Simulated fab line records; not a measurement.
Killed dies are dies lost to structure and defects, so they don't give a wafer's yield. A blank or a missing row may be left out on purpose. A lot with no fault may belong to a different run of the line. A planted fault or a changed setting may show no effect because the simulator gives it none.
Lot-split experiment | flow n5_finfet | route with 1938 steps; 7 lots, 21 wafers read

## ABOUT THE SPLIT
At N5_BEOL_M11_ALD_74 (deposits TaN, target thk 2 nm, pulse time 2 s, purge time 3 s), the setting ald_cycles was moved away from the recipe's 40 on 7 of the 21 wafers read, by -17.5% to +15.0%. The other wafers ran this setting at the recipe's value.

The reading comes from the split's own step.

## THE READING
TaN_of_BEOL_M11_ALD_74.thk_nm (the simulator's own value, which no gauge read), in nm, at N5_BEOL_M11_ALD_74 (deposits TaN, target thk 2 nm, pulse time 2 s, purge time 3 s). The file gives no usual value for it.

wafer  | tool, chamber at the split | ald_cycles as run | against the recipe | TaN_of_BEOL_M11_ALD_74.thk_nm, nm | against lot-mates on the recipe
L078.1 | ald_metal-04, 2            | 46                | +15.0%             | 2.2                               | +0.2
L078.2 | ald_metal-04, 1,2          | 40                | recipe             | 2                                 | -
L078.6 | ald_metal-04, 1,2          | 40                | recipe             | 2                                 | -
L079.4 | ald_metal-04, 1            | 35                | -12.5%             | 1.8                               | -0.2
L079.6 | ald_metal-04, 1            | 35                | -12.5%             | 1.8                               | -0.2
L079.5 | ald_metal-04, 2            | 40                | recipe             | 2                                 | -
L082.2 | ald_metal-01, 1,3,0        | 40                | recipe             | 2                                 | -
L082.4 | ald_metal-01, 1,3,0        | 40                | recipe             | 2                                 | -
L082.6 | ald_metal-01, 1,3,0        | 40                | recipe             | 2                                 | -
L088.2 | ald_metal-01, 3            | 42                | +5.0%              | 2                                 | +0.0
L088.5 | ald_metal-01, 0,3          | 40                | recipe             | 2                                 | -
L088.6 | ald_metal-01, 0,3          | 40                | recipe             | 2                                 | -
L090.2 | ald_metal-04, 1,0          | 33                | -17.5%             | 1.6                               | -0.4
L090.6 | ald_metal-04, 1,0          | 33                | -17.5%             | 1.6                               | -0.4
L090.3 | ald_metal-04, 2            | 40                | recipe             | 2                                 | -
L092.1 | ald_metal-01, 2,2,1        | 40                | recipe             | 2                                 | -
L092.5 | ald_metal-01, 2,2,1        | 40                | recipe             | 2                                 | -
L092.6 | ald_metal-01, 2,2,1        | 40                | recipe             | 2                                 | -
L094.3 | ald_metal-01, 0,3          | 40                | recipe             | 2                                 | -
L094.5 | ald_metal-01, 0,3          | 40                | recipe             | 2                                 | -
L094.6 | ald_metal-01, 0            | 46                | +15.0%             | 2.4                               | +0.4
Where a row lists several chambers, the file gives one row for several wafers and doesn't say which wafer went through which chamber.

FIT RESULTS
A straight line over all 21 wafers: TaN_of_BEOL_M11_ALD_74.thk_nm changes by +0.0199 nm for each +1% of ald_cycles; r = +0.97; the points scatter about the line by 0.046 nm.
The same after taking each lot's own level away (the mean of its wafers on the recipe; 21 wafers): +0.0199 nm for each +1%; r = +0.97; scatter 0.046 nm.
According to that fit, moving ald_cycles by its largest amount changes the reading by 0.35 nm.
The lots' own levels span 2.00 to 2.00 nm.
So the lot-to-lot level changes the slope little: the two slopes agree.
Check: -0.338 nm against its lot-mates is what the line predicts for one of the wafers moved furthest among these (-17.5%) when that wafer is left out of the fit. It came out at -0.4 nm against them.

## THESE WAFERS: OTHER SPLITS
Note: prior to the reading, these wafers also went through further splits. Each is held against what the fit with the lots' levels taken away leaves over:
other split on the same wafers    | wafers away from the commonest value | r with TaN_of_BEOL_M11_ALD_74.thk_nm (lot level and that fit taken away)
N5_BEOL_M11_EXPOSE_08 dose_mj     | 7                                    | +0.55
N5_BEOL_M11_TRENCH_ETCH_37 time_s | 6                                    | +0.36

## FILE'S OWN FIT
TaN_of_BEOL_M11_ALD_74.thk_nm changes by +0.0197 nm for each +1% of ald_cycles, r = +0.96.
